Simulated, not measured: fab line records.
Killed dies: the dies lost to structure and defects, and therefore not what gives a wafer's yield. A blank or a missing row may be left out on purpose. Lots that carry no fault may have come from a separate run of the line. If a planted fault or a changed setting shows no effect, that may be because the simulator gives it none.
Matching of chambers || flow nand harc || 4 sister chambers for NHARC_A_CHANNEL_HOLE_D1_ETCH_38 on rie diel-12
The step etches the open film in CF4, target depth 39 nm, time 65 s. 8 wafers are shown with their chamber, then 7 later ones without.

## WAFERS, EACH WITH ITS CHAMBER
{"wafer": "L912.1", "chamber": 1, "showerhead plenum p Torr (Torr)": 1.78, "oes product au (a.u.)": 0.994}
{"wafer": "L913.3", "chamber": 0, "showerhead plenum p Torr (Torr)": 1.90, "oes product au (a.u.)": 1.010}
{"wafer": "L913.4", "chamber": 2, "showerhead plenum p Torr (Torr)": 1.77, "oes product au (a.u.)": 0.996}
{"wafer": "L915.1", "chamber": 2, "showerhead plenum p Torr (Torr)": 1.77, "oes product au (a.u.)": 0.997}
{"wafer": "L915.2", "chamber": 1, "showerhead plenum p Torr (Torr)": 1.77, "oes product au (a.u.)": 0.991}
{"wafer": "L915.6", "chamber": 3, "showerhead plenum p Torr (Torr)": 1.86, "oes product au (a.u.)": 0.982}
{"wafer": "L917.1", "chamber": 0, "showerhead plenum p Torr (Torr)": 1.90, "oes product au (a.u.)": 0.995}
{"wafer": "L917.2", "chamber": 3, "showerhead plenum p Torr (Torr)": 1.86, "oes product au (a.u.)": 0.976}

## WAFERS WITH NO CHAMBER GIVEN
{"wafer": "L917.6", "showerhead plenum p Torr (Torr)": 1.86, "oes product au (a.u.)": 0.980}
{"wafer": "L919.1", "showerhead plenum p Torr (Torr)": 1.85, "oes product au (a.u.)": 0.980}
{"wafer": "L919.2", "showerhead plenum p Torr (Torr)": 1.77, "oes product au (a.u.)": 0.999}
{"wafer": "L919.3", "showerhead plenum p Torr (Torr)": 1.77, "oes product au (a.u.)": 1.002}
{"wafer": "L930.2", "showerhead plenum p Torr (Torr)": 1.77, "oes product au (a.u.)": 0.991}
{"wafer": "L930.3", "showerhead plenum p Torr (Torr)": 1.90, "oes product au (a.u.)": 1.005}
{"wafer": "L930.6", "showerhead plenum p Torr (Torr)": 1.90, "oes product au (a.u.)": 1.001}

## CHAMBER TAKEN BY EACH
{"wafer": "L917.6", "from the rows above": 3, "in truth": 3}
{"wafer": "L919.1", "from the rows above": 3, "in truth": 3}
{"wafer": "L919.2", "from the rows above": "can't be placed: 2 or 1", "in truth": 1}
{"wafer": "L919.3", "from the rows above": "can't be placed: 2 or 1", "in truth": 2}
{"wafer": "L930.2", "from the rows above": "can't be placed: 2 or 1", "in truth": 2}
{"wafer": "L930.3", "from the rows above": 0, "in truth": 0}
{"wafer": "L930.6", "from the rows above": 0, "in truth": 0}
Correctly placed: 4 of 7. Not placeable from these rows: 3 (in 3, the candidates include the true chamber). Number placed wrongly: 0.
How it was worked out, from the rows above alone: a wafer's distance from a chamber is the root of the sum, over the readings, of the square of ((its reading less the chamber's mean) divided by the reading's scatter). The wafer belongs to the nearest chamber; if the next one is less than 2 further off, it can't be placed. For every chamber, the mean is computed from those of its wafers that are shown. The scatter is the square root of a quotient: the sum, over the shown wafers, of each reading's squared deviation from its chamber's mean, divided by wafers minus chambers.
